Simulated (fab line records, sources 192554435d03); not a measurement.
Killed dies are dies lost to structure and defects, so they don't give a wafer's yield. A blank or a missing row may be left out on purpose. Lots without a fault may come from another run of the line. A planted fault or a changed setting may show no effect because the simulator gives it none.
A struck lot beside a sound one | flow n5_finfet | 15 steps out of a route of 1938
Sound: wafers L649.1, L649.2, L649.3. Struck: wafer L648.2. (L648.3, L648.5 of the same lot were not struck and are left out.) The cause comes at the end.
At each step with rows: each side's tool, then ch and its chambers, then its first start. Under that, the readings that differ: sound wafers | struck wafers | difference of the means | sigmas: that difference in standard deviations of wafers without a fault.
alike: readings whose means differ by less than 2 such deviations, and words and numbers that are the same on both sides. not compared: withheld readings, readings that some wafer has no value for, bounds like >300 that may hide the same value, and numbers for which the record gives no deviation and whose values overlap.
The two part at a step that has a row with sigmas, a row that says differs or no value, or rows on one side only. Numbers that don't overlap but have no deviation are shown without sigmas and don't part them. A reading that every wafer of one side lacks parts them only if that side has two wafers or more.

first, 1 step without rows for these wafers: N5_BEOL_M2_SPUTTER_92 (material Cu, target thk 4.5 nm, time 8.29 s).
N5_BEOL_M2_ANNEAL_93: time 240 s.
  sound on pvd_sputter-03, day 8 18:32; struck on pvd_sputter-01, day 8 07:54
  alike: heater_power_w, susceptor_temp_C_max
N5_BEOL_M2_SPUTTER_94: material Cu, target thk 4.5 nm, time 8.29 s.
  sound on pvd_sputter-03, day 8 18:41; struck on pvd_sputter-01, day 8 08:02
  alike: substrate_temp_c, throttle_valve_pct
N5_BEOL_M2_ANNEAL_95: time 240 s.
  sound on pvd_sputter-03, day 8 18:46; struck on pvd_sputter-01, day 8 08:07
  alike: heater_power_w, susceptor_temp_C_max
then, 3 steps without rows for these wafers: N5_BEOL_M2_SPUTTER_96 (material Cu, target thk 4.5 nm, time 8.29 s); N5_BEOL_M2_ECD_50 (material Cu, target thk 300 nm); N5_BEOL_M2_ANNEAL_51 (time 90 s).
N5_BEOL_M2_CMP_52: polishes, stops on SiOC, t overpolish 6.8 s, target thk 40 nm.
  sound on cmp-02 ch 0,1,3, day 8 19:28; struck on cmp-02 ch 2, day 8 09:07
  reading                   | sound                | struck | difference | sigmas
  clearing_platen_rpm (rpm) | 50.022 50.016 50.032 | 49.966 | -0.057     | -2
  alike: barrier_field_endpoint_s, clearing_platen_down_force_psi, edge_zone_pressure_frac, motor_current_A, overpolish_run_s, time_to_endpoint_s
N5_BEOL_M2_THK_MEAS_53: measures by xrf.
  sound on film_metro-01, day 8 19:43; struck on film_metro-02, day 8 09:22
  alike: M2_THK
then, 1 step without rows for these wafers: N5_BEOL_M2_PRE_CLEAN_60 (time 15 s).
N5_BEOL_M2_CO_CAP_55: material Co, precursor CCTBA/H2, target thk 2 nm, time 102.1 s.
  sound on cvd_co-01 ch 0,1,2, day 8 19:47; struck on cvd_co-01 ch 2, day 8 09:31
  alike: heater_power_w
then, 1 step without rows for these wafers: N5_BEOL_M2_PRE_CLEAN_56 (time 15 s).
N5_BEOL_M2_DEP_57: deposits SiCN from 3MS/NH3, target thk 8 nm, time 14 s.
  sound on pecvd-01 ch 0,1,2, day 8 19:55; struck on pecvd-03 ch 0, day 8 09:39
  reading                                  | sound   | struck | difference | sigmas
  model.SiCN_of_BEOL_M2_DEP_57.thk_nm (nm) | 8 8 7.6 | 7.4    | -0.5       |
  alike: showerhead_plenum_p_Torr, throttle_valve_pct
N5_BEOL_M2_RS_MEAS_58: measures by four-point-probe.
  sound on film_metro-01, day 8 19:59; struck on film_metro-01, day 8 09:44
  alike: M2_RS
N5_BEOL_M4_RC_MEAS_101:
  sound on prober-01 ch 0, day 9 20:26; struck on prober-02 ch 0, day 9 05:10
  reading        | sound                | struck | difference | sigmas
  IOFF_P (nA/um) | 0.194 0.266 0.182    | 0.278  | +0.064     | +2
  ION_P (uA/um)  | 460 462 462          | 482    | +21        | +3
  VT_P (mV)      | -248.4 -246.7 -252.6 | -242.9 | +6.3       | +2
  alike: DIBL_N, DIBL_P, IOFF_N, ION_N, SS_N, SS_P, VT_N

WHERE THEY PART
First at N5_BEOL_M2_CMP_52; last, within this record, at N5_BEOL_M4_RC_MEAS_101.

WHY: what the simulator had put in
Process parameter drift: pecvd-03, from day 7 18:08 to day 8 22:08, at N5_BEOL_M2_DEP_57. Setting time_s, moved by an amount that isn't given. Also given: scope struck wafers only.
